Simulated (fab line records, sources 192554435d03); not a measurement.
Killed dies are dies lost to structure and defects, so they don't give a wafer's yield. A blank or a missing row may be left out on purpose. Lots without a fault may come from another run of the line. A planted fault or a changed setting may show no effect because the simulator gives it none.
fab line records | flow n5_finfet
record lots=11 wafers=33 last_day=18
route steps=1938 shown BEOL_M13@1693 BEOL_M14@1716 PASSIVATION@1936
lots that met no fault: from a run of the same line without faults
start_h: hours from the record's first day to the start of the lot's first wafer shown | wait_h: hours since the lot's step before | " the same as in the row above | L1.1+2: a row that stands for several wafers | - no value, or no start given | * or withheld: withheld | < > ~ a bound
route shown NAME@n: a module of which the file shows steps, and the number in the route of the first | usual: mean/standard deviation of fault-free wafers | same: alike in all rows | chamber/n: place in a boat | sites: the reading at each site | _std_site: their standard deviation | _edge_site: outer sites' mean less inner sites' | radius_mm: how far each site lies from the wafer's centre | mask NAME#n: copy n | behind: the tool/chamber that last shaped the wafer | hold: why the lot was held/for how many hours/how that ended | device: the transistor (n, p or np) that didn't switch | end of line: the same wafers' tests at the end of the route | a step without rows: its recipe alone | killed: dies lost to structure and defects at the first sort, not the wafer's yield | map: a wafer's dies, x killed, . not, _ none there
set.NAME: the setting as run; set.NAME@STEP: as run at that earlier step | model.NAME: the simulator's own value behind a step, which no gauge read
steps of the route over a sample of lots; a table a step, a row a wafer
services: from which hour (start_h, from the record's first day; less than 0 if before it) a tool's chamber was out of use, for how many hours, and why
## steps
# step N5_BEOL_M13_ETCH_67
# recipe chemistry=CF4 target=SiARC target_depth_a=1430 time_s=238.3 ion_energy_ev=80 pressure_mtorr=40 source_w=545 bias_w=36 Ar_flow_sccm=100 cf4_flow_sccm=100 ends=cleared
# usual drypump_motor_current_A=5.9/0.61 etch_rf_on_time_s=239/7.5 oes_product_au=0.66/0.059 rf_vpp_V=183.7/1.2 showerhead_plenum_p_Torr=2.11/0.063 throttle_valve_pct=15.65/0.2
# columns lot.wafer tool chamber start_h wait_h drypump_motor_current_A etch_rf_on_time_s oes_product_au rf_hours_counter_h rf_vpp_V showerhead_plenum_p_Torr throttle_valve_pct
L342.1 rie_diel-02 3 286.39 0.0 6.8 233 0.67 123 182.6 2.07 15.96
L342.3 " 2 " " 6.5 248 0.66 103 183.3 2.07 15.44
L342.6 " 0 " " 5.4 238 0.72 - 183.0 2.15 15.37
L341.1 rie_diel-02 0 287.79 0.0 5.4 238 0.72 84 184.1 2.15 15.37
L341.3 " 2 " " 6.6 250 0.66 104 185.2 2.07 15.45
L341.5 " 2 " " 6.6 247 0.66 - 183.0 2.07 15.46
L344.2 rie_diel-06 0 290.98 0.0 6.5 230 0.74 44 185.5 2.17 15.42
L344.4 " 1 " " 6.0 246 0.59 226 185.0 2.20 16.01
L344.6 " 1 " " 6.0 243 0.59 - 185.2 2.20 16.00
L345.1 rie_diel-04 1 298.94 0.0 5.1 229 0.72 73 184.7 2.15 15.64
L345.4 " 0 " " 6.0 236 0.75 - 183.5 2.10 15.58
L345.6 " 1 " " 5.1 227 0.72 - 184.2 2.15 15.63
L348.2 rie_diel-04 0 312.74 0.0 5.9 241 0.73 71 181.9 2.10 15.60
L348.4 " 3 " " 5.6 239 0.64 161 182.3 2.06 15.80
L348.6 " 2 " " 5.2 250 0.56 - 181.8 2.02 15.76
L352.2 rie_diel-02 0 328.07 0.0 5.4 238 0.71 98 184.3 2.14 15.42
L352.4 " 1 " " 6.4 230 0.61 204 185.2 2.20 15.46
L352.6 " 3 " " 6.8 232 0.67 - 182.6 2.06 15.98
L354.3 rie_diel-02 2 347.55 0.0 6.5 250 0.65 121 182.9 2.07 15.48
L354.4 " 0 " " 5.4 242 0.69 105 183.4 2.14 15.43
L354.5 " 1 " " 6.4 231 0.62 - 183.8 2.20 15.46
L353.2 rie_diel-02 2 353.67 0.0 6.5 251 0.65 124 183.1 2.07 15.51
L353.4 " 0 " " 5.3 241 0.68 107 185.1 2.14 15.43
L353.5 " 1 " " 6.4 232 0.61 - 185.7 2.20 15.44
L357.1 rie_diel-04 2 372.78 0.0 5.2 242 0.85 1 184.8 2.27 15.34
L357.4 " 3 " " 5.6 238 0.63 180 183.3 2.05 15.85
L357.6 " 0 " " 6.0 240 0.71 - 183.1 2.10 15.63
L361.3 rie_diel-06 0 399.12 0.0 6.5 237 0.69 81 184.8 2.16 15.50
L361.4 " 0 " " 6.5 235 0.69 - 183.5 2.16 15.51
L361.5 " 2 " " 5.7 240 0.61 - 183.3 2.03 15.86
L363.1 rie_diel-02 1 400.40 0.0 6.4 229 0.61 228 185.3 2.19 15.48
L363.3 " 2 " " 6.5 246 0.63 139 182.7 2.06 15.53
L363.4 " 0 " " 5.4 235 0.69 121 183.4 2.13 15.45
# step N5_BEOL_M13_SPUTTER_44
# recipe material=Ta target_thk_a=100 temp_c=50 bias_v=80 power_w=15000 chamber_pressure_pa=0.07 time_s=16.13
# usual chamber_pressure_pa=0.07002/0.00015 throttle_valve_pct=29.9/1.4
# columns lot.wafer tool chamber start_h wait_h chamber_pressure_pa throttle_valve_pct
L342.1 pvd_sputter-01 - 289.78 0.0 0.06958 33.4
L342.3 " - " " 0.07036 30.5
L342.6 " - " " 0.07 31.3
L341.1 pvd_sputter-01 - 290.34 0.0 0.07006 30.5
L341.3 " - " " 0.06981 33.1
L341.5 " - " " 0.0701 33.2
L344.2 pvd_sputter-02 - 294.26 0.0 0.06994 30.1
L344.4 " - " " 0.07001 31.0
L344.6 " - " " 0.07001 30.9
L345.1 pvd_sputter-01 - 304.03 0.0 0.07 33.2
L345.4 " - " " 0.06993 31.4
L345.6 " - " " 0.0701 31.2
L348.2 pvd_sputter-02 - 315.04 0.0 0.07026 31.2
L348.4 " - " " 0.06998 30.2
L348.6 " - " " 0.0702 31.1
L352.2 pvd_sputter-03 - 331.97 0.0 0.06971 28.3
L352.4 " - " " 0.07001 28.5
L352.6 " - " " 0.06995 30.0
L354.3 pvd_sputter-03 - 351.37 0.0 0.06991 28.5
L354.4 " - " " 0.07016 29.8
L354.5 " - " " 0.07019 29.8
L353.2 pvd_sputter-03 - 360.02 0.0 0.06996 30.0
L353.4 " - " " 0.06993 30.5
L353.5 " - " " 0.07007 30.6
L357.1 pvd_sputter-02 - 379.58 0.0 0.07005 30.9
L357.4 " - " " 0.06991 28.2
L357.6 " - " " 0.06995 28.0
L361.3 pvd_sputter-03 - 406.49 0.0 0.07027 29.9
L361.4 " - " " 0.0699 28.6
L361.5 " - " " 0.06983 28.2
L363.1 pvd_sputter-03 - 406.85 0.0 0.07025 28.4
L363.3 " - " " 0.06989 27.8
L363.4 " - " " 0.07019 30.8
# step N5_BEOL_M14_ILD_DEP_00
# recipe material=SiO2 target_thk_a=11193 temp_c=400 precursor=TEOS/O2 pressure_torr=6.5 rf_w=900 teos_flow_sccm=161.4 gas=O2 flow_sccm=2650 time_s=237.4
# usual heater_power_w=525/69 showerhead_plenum_p_Torr=8.34/0.041 susceptor_temp_C=399.99/0.21 throttle_valve_pct=18.3/0.99
# columns lot.wafer tool chamber start_h wait_h heater_power_w showerhead_plenum_p_Torr susceptor_temp_C throttle_valve_pct
L342.1 pecvd-04 2 290.92 0.0 566 8.25 399.80 17.9
L342.3 " 1 " " 411 8.34 399.80 19.3
L342.6 " 2 " " 581 8.27 399.50 17.9
L341.1 pecvd-01 2 291.48 0.0 535 8.37 400.07 16.9
L341.3 " 1 " " 503 8.34 399.99 17.3
L341.5 " 1 " " 537 8.34 399.96 17.4
L344.2 pecvd-01 2 295.58 0.0 520 8.36 400.01 16.8
L344.4 " 0 " " 416 8.38 399.88 18.1
L344.6 " 0 " " 484 8.38 399.90 18.4
L345.1 pecvd-04 2 306.49 0.0 454 8.26 399.91 17.8
L345.4 " 2 " " 535 8.27 399.92 17.6
L345.6 " 0 " " 677 8.35 400.16 18.7
L348.2 pecvd-04 2 316.18 0.0 565 8.29 400.06 17.8
L348.4 " 0 " " 681 8.34 400.10 18.9
L348.6 " 1 " " 508 8.35 400.24 19.5
L352.2 pecvd-01 0 333.15 0.0 560 8.37 399.75 18.0
L352.4 " 2 " " 511 8.35 400.25 17.0
L352.6 " 0 " " 414 8.38 399.54 18.0
L354.3 pecvd-01 0 352.53 0.0 515 8.39 400.15 18.2
L354.4 " 2 " " 520 8.37 399.89 16.8
L354.5 " 1 " " 559 8.31 402.95 17.8
L353.2 pecvd-01 2 361.16 0.0 502 8.36 399.92 17.0
L353.4 " 2 " " 386 8.37 400.13 16.9
L353.5 " 1 " " 409 8.31 403.11 17.5
L357.1 pecvd-04 0 381.32 0.0 551 8.35 399.71 18.7
L357.4 " 2 " " 587 8.28 400.19 18.0
L357.6 " 1 " " 555 8.37 399.88 19.4
L361.3 pecvd-04 0 407.71 0.1 662 8.34 400.18 18.8
L361.4 " 2 " " 566 8.28 400.01 18.1
L361.5 " 2 " " 455 8.28 399.79 18.0
L363.1 pecvd-04 2 408.00 0.0 571 8.26 399.72 18.0
L363.3 " 2 " " 449 8.28 400.00 18.2
L363.4 " 0 " " 512 8.35 400.09 18.7
# step N5_BEOL_M14_CD_MEAS_10
# recipe target_cd_nm=250 landing_energy_ev=500 detector=se_inlens polarity=opening
# usual cd_nm=251.0/2.2
# columns lot.wafer tool chamber start_h wait_h cd_nm
L342.1 cd_sem-01 0 291.42 - 256.4
L342.3 " 0 " " 252.6
L342.6 " 0 " " 251.2
L341.1 cd_sem-02 0 291.97 - 248.6
L341.3 " 0 " " 248.5
L341.5 " 0 " " 251.4
L344.2 cd_sem-01 0 296.29 - 247.9
L344.4 " 0 " " 248.6
L344.6 " 0 " " 247.3
L345.1 cd_sem-01 0 306.99 - 251.6
L345.4 " 0 " " 249.2
L345.6 " 0 " " 249.5
L348.2 cd_sem-01 0 316.68 - 250.7
L348.4 " 0 " " 252.1
L348.6 " 0 " " 248.3
L352.2 cd_sem-02 0 333.65 - 247.9
L352.4 " 0 " " 247.2
L352.6 " 0 " " 250.8
L354.3 cd_sem-03 0 353.03 - 252.3
L354.4 " 0 " " 250.5
L354.5 " 0 " " 252.9
L353.2 cd_sem-02 0 361.93 - 249.8
L353.4 " 0 " " 250.1
L353.5 " 0 " " 253.0
L357.1 cd_sem-02 0 381.94 - 251.4
L357.4 " 0 " " 249.1
L357.6 " 0 " " 253.4
L361.3 cd_sem-02 0 408.34 - 249.1
L361.4 " 0 " " 246.3
L361.5 " 0 " " 248.1
L363.1 cd_sem-02 0 408.70 - 253.0
L363.3 " 0 " " 250.0
L363.4 " 0 " " 252.4
# step N5_PASSIVATION_PROBE_49
# usual defect_limited_yield=91.0/1.4 killed_at_M0_to_M3=33/11 killed_at_M4_up=14/5 killed_at_contacts=11/7.3 killed_at_front_end=43/12 killed_at_other=4/3.1 killed_dies=106/17 killed_open=69/13 killed_short=34/8.7 sort_bin_5_function=5.2/0.96 sort_bin_6_memory=3.3/0.66 sort_n_pass=1074/17 sort_yield_pct=91.0/1.4
# same gross_dies=1180 killed_at_back_side=0 sort_bin_4_leakage[%]=0 sort_bin_8_speed[%]=0
# columns lot.wafer tool chamber start_h wait_h defect_limited_yield[%] killed_at_M0_to_M3 killed_at_M4_up killed_at_contacts killed_at_front_end killed_at_other killed_dies killed_open killed_short sort_bin_5_function[%] sort_bin_6_memory[%] sort_n_pass sort_yield_pct[%]
L352.2 prober-02 - 357.36 0.1 92.5 26 10 14 38 1 89 56 31 4.5 2.4 1091 92.5
L352.4 prober-02 - 357.46 0.2 89.1 34 20 4 67 4 129 72 50 6.1 3.5 1051 89.1
L352.6 prober-02 - 357.56 0.3 88.7 41 18 7 64 3 133 83 47 6.6 3.8 1047 88.7
# killed by level:class
L352.2 MOL_CONTACT_COAG:geometric_particle:open=11 FIN_SAQP:geometric_particle:short=7 GATE_CUT:geometric_particle:short=7 BEOL_M0_SAQP:geometric_particle:short=6 BEOL_M0_SAQP:geometric_particle:open=6 BEOL_M2:geometric_particle:open=5 BEOL_M3:geometric_particle:open=5 STARTING-WAFER:geometric_particle:open=5
L352.4 GATE_CUT:geometric_particle:short=14 FIN_SAQP:geometric_particle:short=12 BEOL_M4:geometric_particle:open=12 FIN_SAQP:geometric_particle:open=11 BEOL_M0_SAQP:geometric_particle:open=9 HKMG_FIN:area_etch=7 STI_FIN_REVEAL:geometric_particle:open=6 BEOL_M1:geometric_particle:open=6
L352.6 FIN_SAQP:geometric_particle:short=20 BEOL_M0_SAQP:geometric_particle:open=12 FIN_SAQP:geometric_particle:open=10 BEOL_M2:geometric_particle:open=10 BEOL_M4:geometric_particle:open=9 DUMMY_GATE:geometric_particle:open=6 GATE_CUT:geometric_particle:short=5 MOL_CONTACT_COAG:geometric_particle:open=5
## services
# columns tool chamber start_h hours kind
pecvd-01 1 292.97 3.6 repair
pecvd-04 0 292.97 2.1 scheduled_down
rie_diel-06 3 296.14 2.1 repair
pecvd-01 - 297.04 28.1 pm
rie_diel-02 2 333.65 4.7 repair
pecvd-01 1 343.82 5.5 scheduled_down
rie_diel-04 2 352.44 - clean
rie_diel-04 2 352.44 - consumable_replace:focus_ring
rie_diel-04 2 352.44 - consumable_replace:showerhead
rie_diel-04 2 352.44 16.8 scheduled_down
rie_diel-04 2 352.44 16.8 vent_cycle
pvd_sputter-03 - 353.36 1.1 repair
pvd_sputter-03 - 355.01 3.2 repair
rie_diel-06 1 373.44 - clean
rie_diel-06 1 373.44 - consumable_replace:focus_ring
rie_diel-06 1 373.44 28.9 scheduled_down
rie_diel-06 1 373.44 28.9 vent_cycle
pecvd-01 - 377.41 1.3 repair
pecvd-04 1 383.62 - clean
pecvd-04 1 383.62 - consumable_replace:showerhead
pecvd-04 1 383.62 29.0 scheduled_down
pecvd-04 1 383.62 29.0 vent_cycle
pecvd-01 0 394.90 - calibration
## key
first_sign step=N5_BEOL_M14_ILD_DEP_00 reading=susceptor_temp_C direction=up sigmas=14 usual=* struck=*
effect none on later readings
met_at N5_BEOL_M14_ILD_DEP_00
struck_lots L353,L354
struck_wafers L353.5,L354.5
not_acting_at N5_BEOL_M13_ETCH_67,N5_BEOL_M13_SPUTTER_44,N5_BEOL_M14_CD_MEAS_10
onset_between 291.48 352.53
fault kind=process_parameter_drift tool=pecvd-01 chamber=1 onset_h=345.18 steps=N5_BEOL_M14_ILD_DEP_00 channel=temp_c offset=* shape=step end_h=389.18 acts_in=* stated=*
